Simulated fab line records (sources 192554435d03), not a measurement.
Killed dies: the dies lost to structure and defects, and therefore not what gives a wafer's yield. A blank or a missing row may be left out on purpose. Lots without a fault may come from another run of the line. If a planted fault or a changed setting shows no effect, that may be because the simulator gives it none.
Matching of chambers || flow n5_finfet || 4 sister chambers for N5_BEOL_M0_TRENCH_ETCH_107 on rie_diel-02
The step etches SiOC in C4F6/O2, target depth 32.8 nm, time 16.4 s. 8 wafers are shown with their chamber, then 7 later ones without.

== WAFERS PAIRED WITH THEIR CHAMBERS ==
{"wafer": "L074.6", "chamber": 3, "showerhead_plenum_p_Torr (Torr)": 2.95, "rf_vpp_V (V)": 669}
{"wafer": "L080.1", "chamber": 3, "showerhead_plenum_p_Torr (Torr)": 2.95, "rf_vpp_V (V)": 667}
{"wafer": "L087.5", "chamber": 2, "showerhead_plenum_p_Torr (Torr)": 2.69, "rf_vpp_V (V)": 641}
{"wafer": "L088.1", "chamber": 2, "showerhead_plenum_p_Torr (Torr)": 2.69, "rf_vpp_V (V)": 641}
{"wafer": "L088.2", "chamber": 1, "showerhead_plenum_p_Torr (Torr)": 2.75, "rf_vpp_V (V)": 666}
{"wafer": "L088.5", "chamber": 0, "showerhead_plenum_p_Torr (Torr)": 2.85, "rf_vpp_V (V)": 656}
{"wafer": "L093.1", "chamber": 1, "showerhead_plenum_p_Torr (Torr)": 2.75, "rf_vpp_V (V)": 667}
{"wafer": "L093.4", "chamber": 0, "showerhead_plenum_p_Torr (Torr)": 2.84, "rf_vpp_V (V)": 656}

== WAFERS WITH NO CHAMBER GIVEN ==
{"wafer": "L093.5", "showerhead_plenum_p_Torr (Torr)": 2.69, "rf_vpp_V (V)": 640}
{"wafer": "L096.1", "showerhead_plenum_p_Torr (Torr)": 2.84, "rf_vpp_V (V)": 654}
{"wafer": "L096.3", "showerhead_plenum_p_Torr (Torr)": 2.94, "rf_vpp_V (V)": 667}
{"wafer": "L096.5", "showerhead_plenum_p_Torr (Torr)": 2.74, "rf_vpp_V (V)": 666}
{"wafer": "L097.1", "showerhead_plenum_p_Torr (Torr)": 2.84, "rf_vpp_V (V)": 655}
{"wafer": "L097.2", "showerhead_plenum_p_Torr (Torr)": 2.94, "rf_vpp_V (V)": 667}
{"wafer": "L097.3", "showerhead_plenum_p_Torr (Torr)": 2.74, "rf_vpp_V (V)": 665}

== EACH ONE'S CHAMBER ==
{"wafer": "L093.5", "from the rows above": 2, "in truth": 2}
{"wafer": "L096.1", "from the rows above": 0, "in truth": 0}
{"wafer": "L096.3", "from the rows above": 3, "in truth": 3}
{"wafer": "L096.5", "from the rows above": 1, "in truth": 1}
{"wafer": "L097.1", "from the rows above": 0, "in truth": 0}
{"wafer": "L097.2", "from the rows above": 3, "in truth": 3}
{"wafer": "L097.3", "from the rows above": 1, "in truth": 1}
7 of 7 placed correctly. Left unplaced by these rows: 0. Number placed wrongly: 0.
How it was worked out, from the rows above alone: a wafer's distance from a chamber is the root of the sum, over the readings, of the square of ((its reading less the chamber's mean) divided by the reading's scatter). The wafer belongs to the nearest chamber; if the next one is less than 2 further off, it can't be placed. For every chamber, the mean is computed from those of its wafers that are shown. How the scatter is found: for the shown wafers, subtract from each reading the mean of its chamber, square and add these, divide the total by (wafers less chambers), then take the root.
